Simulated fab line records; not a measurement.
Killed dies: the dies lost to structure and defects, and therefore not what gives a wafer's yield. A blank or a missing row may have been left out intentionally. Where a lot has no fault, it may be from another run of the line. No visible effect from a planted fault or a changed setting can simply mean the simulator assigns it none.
fab line records	flow n5-finfet
[record] lots = 24	wafers = 72	last-day = 20
route steps=1938 shown FIN_SAQP@132 FIN_CUT@177 STI_FIN_REVEAL@189
lots with no fault: from the same line, run without faults
start-h: hours from the record's opening day to when the first of the lot's shown wafers began	wait-h: how many hours have passed since the lot's step before this one	" as in the row above	L1.1+2: several wafers, shown together as one row	- either no value or no given start	* or withheld: withheld	< > ~ a bound
route shown NAME@n: NAME is a module with steps in the file, n the number in the route of the first one	usual: mean/standard deviation taken from wafers without a fault	same: alike in all rows	chamber/n: place in a boat	sites: each site's reading	_std_site: how widely they spread, as a standard deviation	_edge_site: mean of outer sites minus mean of inner sites	radius-mm: how far each site lies from the wafer's centre	mask NAME#n: copy n	behind: the most recent tool/chamber to have shaped the wafer	hold: the reason the lot was held/the length of the hold in hours/how it ended	device: names the non-switching transistor (n, p or np)	end of line: at the end of the route, the tests of the same wafers	step lacking rows: just its recipe	killed: the dies lost at the first sort to structure and to defects; this is not the yield of the wafer	map: shows each die of a wafer: x if killed, . if not, _ if none is there
set.NAME: the setting that was run; set.NAME@STEP: the one run at that earlier step	model.NAME: the simulator's own value behind a step, which no gauge read
the route's steps for a sample of lots (tables are steps, rows are wafers)
services: from which hour (start-h, from the record's first day; less than 0 if before it) a tool's chamber was out of use, for how many hours, and why
[[steps]]
[step N5_FIN_SAQP_RECESS_63]
[recipe] chemistry = HF/NH3	target = SiO2	target-depth-a = 180	afs-cycles = 3	temp-c = 30	sublimation-temp-c = 180	sublimation-time-s = 60
[usual] drypump-motor-current-A = 5.4/0.56
lot.wafer	tool	chamber	start-h	wait-h	drypump-motor-current-A
L074.1	vapor-etch-01	0	25.87	0.1	6.5
L074.3	"	1	"	"	5.3
L074.5	"	0	"	"	6.5
L075.2	vapor-etch-02	1	30.72	0.1	5.4
L075.3	"	0	"	"	4.9
L075.6	"	0	"	"	4.9
L076.1	vapor-etch-01	1	37.57	0.1	5.3
L076.2	"	0	"	"	6.6
L076.4	"	0	"	"	6.5
L077.2	vapor-etch-01	0	42.35	0.1	6.6
L077.5	"	0	"	"	6.5
L077.6	"	1	"	"	5.3
L078.1	vapor-etch-02	0	49.58	0.1	4.9
L078.4	"	1	"	"	5.4
L078.6	"	0	"	"	4.9
L079.1	vapor-etch-01	0	56.39	0.1	6.5
L079.3	"	0	"	"	6.5
L079.5	"	1	"	"	5.3
L080.1	vapor-etch-01	0	62.42	0.1	6.5
L080.3	"	1	"	"	5.3
L080.5	"	1	"	"	5.3
L081.2	vapor-etch-02	1	67.21	0.1	5.4
L081.5	"	1	"	"	5.4
L081.6	"	0	"	"	4.9
L082.2	vapor-etch-01	1	73.69	0.1	5.3
L082.3	"	0	"	"	6.5
L082.5	"	0	"	"	6.5
L083.3	vapor-etch-02	0	80.10	0.2	4.9
L083.4	"	1	"	"	5.4
L083.5	"	0	"	"	4.9
L084.2	vapor-etch-02	0	84.57	0.1	4.9
L084.4	"	1	"	"	5.4
L084.5	"	1	"	"	5.4
L085.2	vapor-etch-01	0	90.25	0.1	6.5
L085.3	"	1	"	"	5.3
L085.4	"	0	"	"	6.5
L086.2	vapor-etch-02	0	96.93	0.1	4.9
L086.3	"	1	"	"	5.4
L086.4	"	0	"	"	4.9
L087.1	vapor-etch-02	1	102.36	0.1	5.4
L087.4	"	1	"	"	5.4
L087.6	"	1	"	"	5.4
L088.1	vapor-etch-01	1	108.35	0.1	5.3
L088.2	"	0	"	"	6.5
L088.4	"	1	"	"	5.3
L089.2	vapor-etch-02	0	115.34	0.1	4.9
L089.3	"	1	"	"	5.4
L089.5	"	1	"	"	5.4
L090.2	vapor-etch-02	0	121.78	0.1	4.9
L090.3	"	0	"	"	4.9
L090.6	"	1	"	"	5.4
L091.1	vapor-etch-02	0	126.17	0.1	4.9
L091.3	"	1	"	"	5.4
L091.6	"	0	"	"	4.9
L092.1	vapor-etch-01	0	132.63	0.1	6.5
L092.2	"	1	"	"	5.3
L092.6	"	1	"	"	5.3
L093.3	vapor-etch-02	1	138.18	0.2	5.4
L093.4	"	0	"	"	4.9
L093.5	"	1	"	"	5.4
L094.1	vapor-etch-02	0	145.50	0.1	4.9
L094.2	"	1	"	"	5.4
L094.3	"	1	"	"	5.4
L095.4	vapor-etch-02	0	151.78	0.2	4.9
L095.5	"	1	"	"	5.4
L095.6	"	0	"	"	4.9
L096.2	vapor-etch-02	1	157.40	0.1	5.4
L096.3	"	1	"	"	5.4
L096.6	"	1	"	"	5.4
L097.1	vapor-etch-02	0	162.66	0.4	4.9
L097.2	"	1	"	"	5.4
L097.5	"	0	"	"	4.9
[step N5_FIN_SAQP_RECESS_71]
[recipe] chemistry = HF/NH3	target = SiO2	target-depth-a = 30	afs-cycles = 1	temp-c = 30	sublimation-temp-c = 180	sublimation-time-s = 60
[usual] drypump-motor-current-A = 5.4/0.52
lot.wafer	tool	chamber	start-h	wait-h	drypump-motor-current-A
L074.1	vapor-etch-02	1	26.50	0.0	5.4
L074.3	"	0	"	"	4.9
L074.5	"	1	"	"	5.4
L075.2	vapor-etch-02	0	31.57	0.0	4.9
L075.3	"	0	"	"	4.9
L075.6	"	0	"	"	4.9
L076.1	vapor-etch-02	0	38.28	0.0	4.9
L076.2	"	1	"	"	5.4
L076.4	"	1	"	"	5.4
L077.2	vapor-etch-01	1	43.07	0.2	5.3
L077.5	"	0	"	"	6.5
L077.6	"	1	"	"	5.3
L078.1	vapor-etch-01	0	50.19	0.0	6.5
L078.4	"	1	"	"	5.3
L078.6	"	1	"	"	5.3
L079.1	vapor-etch-01	0	57.05	0.0	6.5
L079.3	"	0	"	"	6.5
L079.5	"	0	"	"	6.5
L080.1	vapor-etch-01	0	63.03	0.0	6.5
L080.3	"	1	"	"	5.3
L080.5	"	0	"	"	6.5
L081.2	vapor-etch-02	0	67.82	0.0	4.9
L081.5	"	0	"	"	4.9
L081.6	"	1	"	"	5.4
L082.2	vapor-etch-02	0	74.31	0.0	4.9
L082.3	"	0	"	"	4.9
L082.5	"	1	"	"	5.4
L083.3	vapor-etch-01	0	80.63	0.1	6.5
L083.4	"	1	"	"	5.3
L083.5	"	1	"	"	5.3
L084.2	vapor-etch-01	1	85.18	0.0	5.3
L084.4	"	0	"	"	6.5
L084.5	"	1	"	"	5.3
L085.2	vapor-etch-02	1	90.86	0.0	5.4
L085.3	"	0	"	"	4.9
L085.4	"	1	"	"	5.4
L086.2	vapor-etch-01	0	97.54	0.0	6.5
L086.3	"	1	"	"	5.3
L086.4	"	0	"	"	6.5
L087.1	vapor-etch-02	1	102.97	0.0	5.4
L087.4	"	1	"	"	5.4
L087.6	"	0	"	"	4.9
L088.1	vapor-etch-02	0	108.98	0.0	4.9
L088.2	"	1	"	"	5.4
L088.4	"	1	"	"	5.4
L089.2	vapor-etch-02	1	116.01	0.0	5.4
L089.3	"	0	"	"	4.9
L089.5	"	1	"	"	5.4
L090.2	vapor-etch-02	0	122.50	0.2	4.9
L090.3	"	0	"	"	4.9
L090.6	"	1	"	"	5.4
L091.1	vapor-etch-02	1	126.78	0.0	5.4
L091.3	"	0	"	"	4.9
L091.6	"	1	"	"	5.4
L092.1	vapor-etch-02	1	133.25	0.0	5.4
L092.2	"	0	"	"	4.9
L092.6	"	0	"	"	4.9
L093.3	vapor-etch-02	1	138.74	0.1	5.4
L093.4	"	0	"	"	4.9
L093.5	"	0	"	"	4.9
L094.1	vapor-etch-02	1	146.24	0.0	5.4
L094.2	"	0	"	"	4.9
L094.3	"	1	"	"	5.4
L095.4	vapor-etch-02	1	152.31	0.1	5.4
L095.5	"	0	"	"	4.9
L095.6	"	1	"	"	5.4
L096.2	vapor-etch-02	0	158.02	0.0	4.9
L096.3	"	0	"	"	4.9
L096.6	"	0	"	"	4.9
L097.1	vapor-etch-02	0	163.27	0.0	4.9
L097.2	"	1	"	"	5.4
L097.5	"	0	"	"	4.9
[step N5_FIN_CUT_CUT_ETCH_28]
[recipe] chemistry = HBr/Cl2/O2	target = Si	target-depth-a = 60	mask-material = SOC	time-s = 2.4	ion-energy-ev = *	bias-w = *	pressure-mtorr = 10	icp-w = 800	HBr_flow_sccm = 150	Cl2_flow_sccm = 80	O2_flow_sccm = 12
[usual] drypump-motor-current-A = 5.8/0.48	he-backside-leak-sccm = 2.8/0.34	oes_o_777_au = 0.99/0.035	oes-product-au = 0.998/0.018	throttle-valve-pct = 37.11/0.29
lot.wafer	tool	chamber	start-h	wait-h	drypump-motor-current-A	he-backside-leak-sccm	oes_o_777_au	oes-product-au	rf-hours-counter-h	throttle-valve-pct
L074.1	rie-si-01	0	29.17	0.0	6.2	2.5	1.03	1.032	35	37.55
L074.3	"	2	"	"	6.5	2.6	1.02	0.999	3	36.94
L074.5	"	2	"	"	6.5	2.7	1.02	0.993	-	36.94
L075.2	rie-si-01	2	34.81	0.0	6.5	2.6	1.03	0.994	3	36.94
L075.3	"	3	"	"	5.9	2.9	0.96	1.000	18	37.14
L075.6	"	3	"	"	5.9	3.1	0.96	0.992	-	37.14
L076.1	rie-si-03	0	41.15	0.0	5.0	2.6	0.94	0.997	54	37.08
L076.2	"	3	"	"	5.5	3.1	0.94	0.985	94	37.14
L076.4	"	2	"	"	5.8	3.3	0.96	0.979	122	36.81
L077.2	rie-si-06	1	45.91	0.0	5.7	3.2	1.01	1.035	178	37.33
L077.5	"	0	"	"	5.8	2.7	0.95	0.987	-	36.96
L077.6	"	3	"	"	5.9	3.0	0.98	0.986	-	37.51
L078.1	rie-si-01	2	52.65	0.0	6.5	2.5	1.03	0.996	3	36.96
L078.4	"	0	"	"	6.2	2.6	1.03	1.021	35	37.54
L078.6	"	0	"	"	6.2	2.6	1.04	1.023	-	37.55
L079.1	rie-si-03	1	60.89	0.0	6.7	2.6	0.99	0.993	140	37.09
L079.3	"	0	"	"	5.0	2.6	0.95	0.997	55	37.08
L079.5	"	0	"	"	5.0	2.7	0.94	0.996	-	37.08
L080.1	rie-si-03	1	65.90	0.0	6.7	2.9	0.99	0.995	140	37.09
L080.3	"	0	"	"	5.0	2.6	0.94	0.995	55	37.08
L080.5	"	2	"	"	5.8	3.2	0.96	0.974	-	36.78
L081.2	rie-si-01	0	70.25	0.0	6.2	2.5	1.03	1.029	35	37.56
L081.5	"	0	"	"	6.2	2.6	1.03	1.023	-	37.55
L081.6	"	1	"	"	6.0	2.5	0.98	0.976	-	36.79
L082.2	rie-si-06	1	76.72	0.0	5.7	3.1	1.01	1.027	178	37.33
L082.3	"	3	"	"	6.0	2.7	0.98	0.989	181	37.52
L082.5	"	2	"	"	5.0	2.7	1.05	1.002	-	36.66
L083.3	rie-si-03	0	82.95	0.0	5.0	2.6	0.94	0.996	55	37.08
L083.4	"	2	"	"	5.8	3.2	0.97	0.979	123	36.79
L083.5	"	3	"	"	5.5	2.5	0.94	0.976	-	37.14
L084.2	rie-si-06	1	87.60	0.0	5.6	2.8	1.01	1.029	179	37.33
L084.4	"	2	"	"	5.0	2.6	1.05	1.003	157	36.66
L084.5	"	3	"	"	6.0	3.1	0.98	0.989	-	37.54
L085.2	rie-si-06	1	93.39	0.0	5.7	3.0	1.01	1.039	179	37.32
L085.3	"	2	"	"	5.0	2.7	1.05	1.013	157	36.65
L085.4	"	3	"	"	6.0	2.9	0.98	0.975	182	37.52
L086.2	rie-si-06	2	99.90	0.0	5.0	2.6	1.05	1.016	157	36.65
L086.3	"	0	"	"	5.8	2.6	0.96	1.000	11	36.94
L086.4	"	1	"	"	5.7	3.1	1.01	1.033	179	37.33
L087.1	rie-si-06	0	105.56	0.0	5.9	2.6	0.95	0.992	11	36.93
L087.4	"	1	"	"	5.7	5.2	1.01	1.037	179	37.33
L087.6	"	1	"	"	5.7	3.0	1.01	1.026	-	37.32
L088.1	rie-si-06	2	111.40	0.0	5.0	2.5	1.05	1.007	157	36.67
L088.2	"	0	"	"	5.8	2.8	0.96	0.987	11	36.94
L088.4	"	1	"	"	5.7	2.7	1.01	1.036	179	37.33
L089.2	rie-si-03	0	119.62	0.0	5.0	2.7	0.93	0.998	56	37.09
L089.3	"	2	"	"	5.8	3.1	0.96	0.978	124	36.78
L089.5	"	0	"	"	5.0	2.5	0.94	0.990	-	37.08
L090.2	rie-si-06	3	125.10	0.0	6.0	2.7	0.98	0.983	182	37.53
L090.3	"	0	"	"	5.8	2.7	0.96	0.988	12	36.96
L090.6	"	0	"	"	5.8	2.5	0.96	0.985	-	36.94
L091.1	rie-si-06	2	129.28	0.0	5.0	2.6	1.06	1.001	158	36.68
L091.3	"	0	"	"	5.8	2.8	0.95	0.994	12	36.94
L091.6	"	1	"	"	5.7	3.0	1.01	1.036	-	37.33
L092.1	rie-si-01	0	135.61	0.0	6.2	2.4	1.03	1.024	36	37.54
L092.2	"	2	"	"	6.4	2.5	1.03	0.993	5	36.93
L092.6	"	0	"	"	6.2	2.5	1.04	1.025	-	37.57
L093.3	rie-si-01	2	141.21	0.0	6.5	2.6	1.02	0.991	5	36.94
L093.4	"	3	"	"	5.9	3.1	0.96	1.002	20	37.14
L093.5	"	0	"	"	6.2	2.7	1.03	1.018	-	37.56
L094.1	rie-si-03	0	148.96	0.0	5.0	2.7	0.94	0.993	56	37.08
L094.2	"	1	"	"	6.7	2.7	0.99	0.994	142	37.12
L094.3	"	3	"	"	5.5	2.6	0.95	0.978	96	37.13
L095.4	rie-si-06	3	154.93	0.0	6.0	2.8	0.98	0.983	183	37.53
L095.5	"	3	"	"	6.0	2.9	0.98	0.986	-	37.53
L095.6	"	0	"	"	5.8	2.5	0.95	0.983	-	36.95
L096.2	rie-si-06	1	161.76	0.0	5.7	3.1	1.01	1.028	180	37.34
L096.3	"	0	"	"	5.9	2.6	0.96	0.992	12	36.95
L096.6	"	2	"	"	5.0	2.6	1.05	1.002	-	36.68
L097.1	rie-si-06	2	165.66	0.0	5.0	2.7	1.04	1.007	158	36.66
L097.2	"	0	"	"	5.8	2.6	0.96	0.992	12	36.95
L097.5	"	3	"	"	6.0	2.5	0.97	0.991	-	37.53
[step N5_STI_FIN_REVEAL_DENSIFY_30]
[recipe] temp-c = *	time-s = *	ambient = N2	idle-temp-c = 600	ramp-up-c-per-s = 150	ramp-down-c-per-s = 60	cool-to-c = 600
[usual] lamp-power-pct = 11.54/0.053	lamp_zone_5_pct = 11.535/0.02	wafer_temp_C_max = *
lot.wafer	tool	chamber	start-h	wait-h	lamp-power-pct	lamp_zone_5_pct	wafer_temp_C_max
L074.1	rtp-anneal-01	0	34.95	0.1	11.52	11.546	*
L074.3	"	0	"	"	11.47	11.500	*
L074.5	"	0	"	"	11.59	11.501	*
L075.2	rtp-anneal-01	0	41.12	0.1	11.62	11.513	*
L075.3	"	0	"	"	11.53	11.555	*
L075.6	"	0	"	"	11.53	11.557	*
L076.1	rtp-anneal-02	0	46.92	0.0	11.62	11.530	*
L076.2	"	0	"	"	11.47	11.551	*
L076.4	"	0	"	"	11.48	11.538	*
L077.2	rtp-anneal-01	0	52.23	0.1	11.52	11.564	*
L077.5	"	0	"	"	11.53	11.569	*
L077.6	"	0	"	"	11.51	11.550	*
L078.1	rtp-anneal-02	0	58.34	0.0	11.54	11.518	*
L078.4	"	0	"	"	11.65	11.581	*
L078.6	"	0	"	"	11.52	11.521	*
L079.1	rtp-anneal-01	0	67.31	0.0	11.53	11.525	*
L079.3	"	0	"	"	11.51	11.518	*
L079.5	"	0	"	"	11.52	11.568	*
L080.1	rtp-anneal-01	0	71.89	0.3	11.59	11.517	*
L080.3	"	0	"	"	11.41	11.528	*
L080.5	"	0	"	"	11.56	11.560	*
L081.2	rtp-anneal-01	0	75.98	0.1	11.65	11.577	*
L081.5	"	0	"	"	11.56	11.551	*
L081.6	"	0	"	"	11.63	11.517	*
L082.2	rtp-anneal-01	0	82.83	0.1	11.59	11.549	*
L082.3	"	0	"	"	11.54	11.523	*
L082.5	"	0	"	"	11.51	11.571	*
L083.3	rtp-anneal-01	0	88.69	0.1	11.47	11.537	*
L083.4	"	0	"	"	11.55	11.547	*
L083.5	"	0	"	"	11.51	11.597	*
L084.2	rtp-anneal-01	0	93.91	0.1	11.55	11.501	*
L084.4	"	0	"	"	11.57	11.548	*
L084.5	"	0	"	"	11.52	11.537	*
L085.2	rtp-anneal-02	0	99.51	0.1	11.47	11.548	*
L085.3	"	0	"	"	11.50	11.549	*
L085.4	"	0	"	"	11.58	11.522	*
L086.2	rtp-anneal-02	0	106.24	0.1	11.51	11.523	*
L086.3	"	0	"	"	11.52	11.552	*
L086.4	"	0	"	"	11.54	11.560	*
L087.1	rtp-anneal-01	0	111.84	0.0	11.50	11.501	*
L087.4	"	0	"	"	11.53	11.538	*
L087.6	"	0	"	"	11.61	11.530	*
L088.1	rtp-anneal-01	0	117.27	0.0	11.58	11.548	*
L088.2	"	0	"	"	11.64	11.496	*
L088.4	"	0	"	"	11.54	11.532	*
L089.2	rtp-anneal-02	0	125.59	0.1	11.54	11.494	*
L089.3	"	0	"	"	11.46	11.529	*
L089.5	"	0	"	"	11.53	11.509	*
L090.2	rtp-anneal-02	0	130.84	0.1	11.64	11.545	*
L090.3	"	0	"	"	11.48	11.533	*
L090.6	"	0	"	"	11.46	11.556	*
L091.1	rtp-anneal-01	0	135.00	0.0	11.61	11.528	*
L091.3	"	0	"	"	11.57	11.518	*
L091.6	"	0	"	"	11.46	11.538	*
L092.1	rtp-anneal-01	0	141.45	0.1	11.55	11.523	*
L092.2	"	0	"	"	11.56	11.509	*
L092.6	"	0	"	"	11.53	11.553	*
L093.3	rtp-anneal-02	0	149.09	0.1	11.54	11.560	*
L093.4	"	0	"	"	11.58	11.487	*
L093.5	"	0	"	"	11.56	11.509	*
L094.1	rtp-anneal-02	0	154.64	0.0	11.54	11.553	*
L094.2	"	0	"	"	11.55	11.534	*
L094.3	"	0	"	"	11.55	11.516	*
L095.4	rtp-anneal-02	0	161.50	0.3	11.58	11.523	*
L095.5	"	0	"	"	11.63	11.518	*
L095.6	"	0	"	"	11.54	11.546	*
L096.2	rtp-anneal-02	0	167.65	0.1	11.49	11.548	*
L096.3	"	0	"	"	11.55	11.502	*
L096.6	"	0	"	"	11.52	11.510	*
L097.1	rtp-anneal-01	0	171.33	0.0	11.49	11.528	*
L097.2	"	0	"	"	11.52	11.533	*
L097.5	"	0	"	"	11.61	11.520	*
[step N5_STI_FIN_REVEAL_OXIDATION_33]
[recipe] chemistry = O2_PLASMA_REMOTE	temp-c = 150	time-s = 20	pressure-mtorr = 1000	source-power-w = 2000	o2-flow-sccm = 3000
[usual] drypump-motor-current-A = 5.76/0.11	heater-power-w = 147/9.9
lot.wafer	tool	chamber	start-h	wait-h	drypump-motor-current-A	heater-power-w	rf-hours-counter-h
L074.1	plasma-asher-02	0	38.29	0.0	5.95	152	82
L074.3	"	1	"	"	5.73	129	-
L074.5	"	0	"	"	5.97	149	-
L075.2	plasma-asher-01	0	44.09	0.0	5.66	156	29
L075.3	"	0	"	"	5.67	155	-
L075.6	"	1	"	"	5.76	149	-
L076.1	plasma-asher-01	0	50.46	0.0	5.65	157	30
L076.2	"	1	"	"	5.75	143	30
L076.4	"	1	"	"	5.72	147	-
L077.2	plasma-asher-02	1	55.60	0.1	5.72	128	85
L077.5	"	0	"	"	5.94	151	-
L077.6	"	1	"	"	5.73	135	-
L078.1	plasma-asher-02	1	61.31	0.0	5.73	132	86
L078.4	"	1	"	"	5.74	131	-
L078.6	"	0	"	"	5.93	154	-
L079.1	plasma-asher-01	1	70.28	0.0	5.73	146	34
L079.3	"	0	"	"	5.69	154	-
L079.5	"	0	"	"	5.68	155	-
L080.1	plasma-asher-01	0	74.92	0.0	5.66	160	35
L080.3	"	1	"	"	5.75	147	-
L080.5	"	0	"	"	5.67	159	-
L081.2	plasma-asher-02	0	79.05	0.0	5.95	152	90
L081.5	"	0	"	"	5.95	149	-
L081.6	"	1	"	"	5.74	129	-
L082.2	plasma-asher-01	1	85.76	0.0	5.73	151	37
L082.3	"	0	"	"	5.67	154	-
L082.5	"	1	"	"	5.71	146	-
L083.3	plasma-asher-02	1	91.81	0.0	5.71	129	-
L083.4	"	0	"	"	5.92	150	-
L083.5	"	0	"	"	5.93	151	-
L084.2	plasma-asher-01	1	96.84	0.0	5.71	146	39
L084.4	"	0	"	"	5.64	159	-
L084.5	"	1	"	"	5.72	148	-
L085.2	plasma-asher-01	1	102.47	0.0	5.71	149	40
L085.3	"	1	"	"	5.72	146	-
L085.4	"	0	"	"	5.66	158	-
L086.2	plasma-asher-02	0	109.48	0.0	5.91	150	96
L086.3	"	1	"	"	5.72	130	-
L086.4	"	0	"	"	5.97	153	-
L087.1	plasma-asher-02	0	115.25	0.1	5.97	150	97
L087.4	"	0	"	"	5.96	152	-
L087.6	"	0	"	"	5.97	155	-
L088.1	plasma-asher-02	0	120.79	0.4	5.95	148	99
L088.2	"	1	"	"	5.72	131	99
L088.4	"	1	"	"	5.73	131	-
L089.2	plasma-asher-02	1	128.54	0.0	5.73	130	102
L089.3	"	0	"	"	5.94	152	-
L089.5	"	0	"	"	5.95	150	-
L090.2	plasma-asher-02	0	133.78	0.0	5.96	154	103
L090.3	"	1	"	"	5.71	129	-
L090.6	"	1	"	"	5.73	132	-
L091.1	plasma-asher-01	1	138.06	0.0	5.72	146	46
L091.3	"	1	"	"	5.72	148	-
L091.6	"	1	"	"	5.71	148	-
L092.1	plasma-asher-01	0	144.87	0.0	5.65	159	47
L092.2	"	1	"	"	5.73	147	47
L092.6	"	1	"	"	5.74	148	-
L093.3	plasma-asher-01	1	152.17	0.0	5.72	148	-
L093.4	"	0	"	"	5.65	158	-
L093.5	"	0	"	"	5.64	156	-
L094.1	plasma-asher-01	0	158.05	0.0	5.69	156	52
L094.2	"	1	"	"	5.71	150	52
L094.3	"	1	"	"	5.71	142	-
L095.4	plasma-asher-01	1	164.55	0.0	5.74	149	-
L095.5	"	0	"	"	5.68	155	-
L095.6	"	1	"	"	5.71	150	-
L096.2	plasma-asher-01	1	170.59	0.0	5.73	148	57
L096.3	"	0	"	"	5.66	157	-
L096.6	"	1	"	"	5.74	147	-
L097.1	plasma-asher-02	0	174.39	0.0	5.93	149	105
L097.2	"	1	"	"	5.75	129	105
L097.5	"	0	"	"	5.95	156	-
[step N5_STI_FIN_REVEAL_CD_MEAS_22]
[recipe] target-cd-nm = 6.238	pitch-nm = 28	polarity = line
[usual] cd-nm = 6.26/0.23
lot.wafer	tool	chamber	start-h	wait-h	cd-nm
L074.1	cd-sem-03	-	38.46	0.0	6.67
L074.3	"	-	"	"	6.42
L074.5	"	-	"	"	6.12
L075.2	cd-sem-03	-	44.25	0.0	6.51
L075.3	"	-	"	"	6.36
L075.6	"	-	"	"	6.27
L076.1	cd-sem-03	-	50.62	0.0	5.74
L076.2	"	-	"	"	5.89
L076.4	"	-	"	"	6.11
L077.2	cd-sem-01	-	55.76	0.0	5.96
L077.5	"	-	"	"	6.66
L077.6	"	-	"	"	6.13
L078.1	cd-sem-03	-	61.48	0.0	5.95
L078.4	"	-	"	"	6.36
L078.6	"	-	"	"	6.34
L079.1	cd-sem-03	-	70.44	0.0	5.98
L079.3	"	-	"	"	5.92
L079.5	"	-	"	"	6.41
L080.1	cd-sem-03	-	75.09	0.0	6.00
L080.3	"	-	"	"	6.38
L080.5	"	-	"	"	6.00
L081.2	cd-sem-01	-	79.22	0.0	6.07
L081.5	"	-	"	"	6.12
L081.6	"	-	"	"	6.33
L082.2	cd-sem-01	-	85.93	0.0	6.31
L082.3	"	-	"	"	6.27
L082.5	"	-	"	"	6.01
L083.3	cd-sem-03	-	91.95	0.0	6.12
L083.4	"	-	"	"	6.15
L083.5	"	-	"	"	6.32
L084.2	cd-sem-02	-	97.01	0.0	6.36
L084.4	"	-	"	"	6.27
L084.5	"	-	"	"	5.95
L085.2	cd-sem-01	-	102.63	0.0	6.01
L085.3	"	-	"	"	6.32
L085.4	"	-	"	"	6.29
L086.2	cd-sem-02	-	109.65	0.0	6.31
L086.3	"	-	"	"	5.77
L086.4	"	-	"	"	6.05
L087.1	cd-sem-03	-	115.41	0.0	6.21
L087.4	"	-	"	"	6.38
L087.6	"	-	"	"	6.62
L088.1	cd-sem-02	-	120.95	0.0	6.20
L088.2	"	-	"	"	6.17
L088.4	"	-	"	"	6.22
L089.2	cd-sem-01	-	128.71	0.0	6.46
L089.3	"	-	"	"	6.37
L089.5	"	-	"	"	6.37
L090.2	cd-sem-03	-	133.95	0.0	6.67
L090.3	"	-	"	"	6.06
L090.6	"	-	"	"	6.47
L091.1	cd-sem-01	-	138.22	0.0	6.33
L091.3	"	-	"	"	6.42
L091.6	"	-	"	"	6.24
L092.1	cd-sem-01	-	145.03	0.0	6.57
L092.2	"	-	"	"	6.27
L092.6	"	-	"	"	6.20
L093.3	cd-sem-01	-	152.31	0.0	6.36
L093.4	"	-	"	"	6.57
L093.5	"	-	"	"	6.13
L094.1	cd-sem-02	-	158.22	0.0	5.91
L094.2	"	-	"	"	6.19
L094.3	"	-	"	"	6.37
L095.4	cd-sem-03	-	164.70	0.0	6.59
L095.5	"	-	"	"	6.55
L095.6	"	-	"	"	6.45
L096.2	cd-sem-02	-	170.75	0.0	6.38
L096.3	"	-	"	"	6.86
L096.6	"	-	"	"	6.34
L097.1	cd-sem-02	-	174.55	0.0	5.76
L097.2	"	-	"	"	5.97
L097.5	"	-	"	"	6.08
[[services]]
tool	chamber	start-h	hours	kind
rie-si-06	0	4.99	9.0	repair
rie-si-03	0	5.05	3.7	repair
rie-si-03	-	13.80	15.6	pm
rie-si-01	1	27.90	2.2	repair
vapor-etch-02	-	49.94	14.6	pm
rie-si-03	3	56.52	17.9	repair
rie-si-06	1	78.48	1.5	repair
rie-si-01	-	88.11	0.8	repair
vapor-etch-01	-	111.37	14.6	pm
plasma-asher-01	-	117.89	8.2	repair
rie-si-03	0	120.10	18.1	repair
plasma-asher-02	-	146.07	28.1	pm
[[key]]
fault none
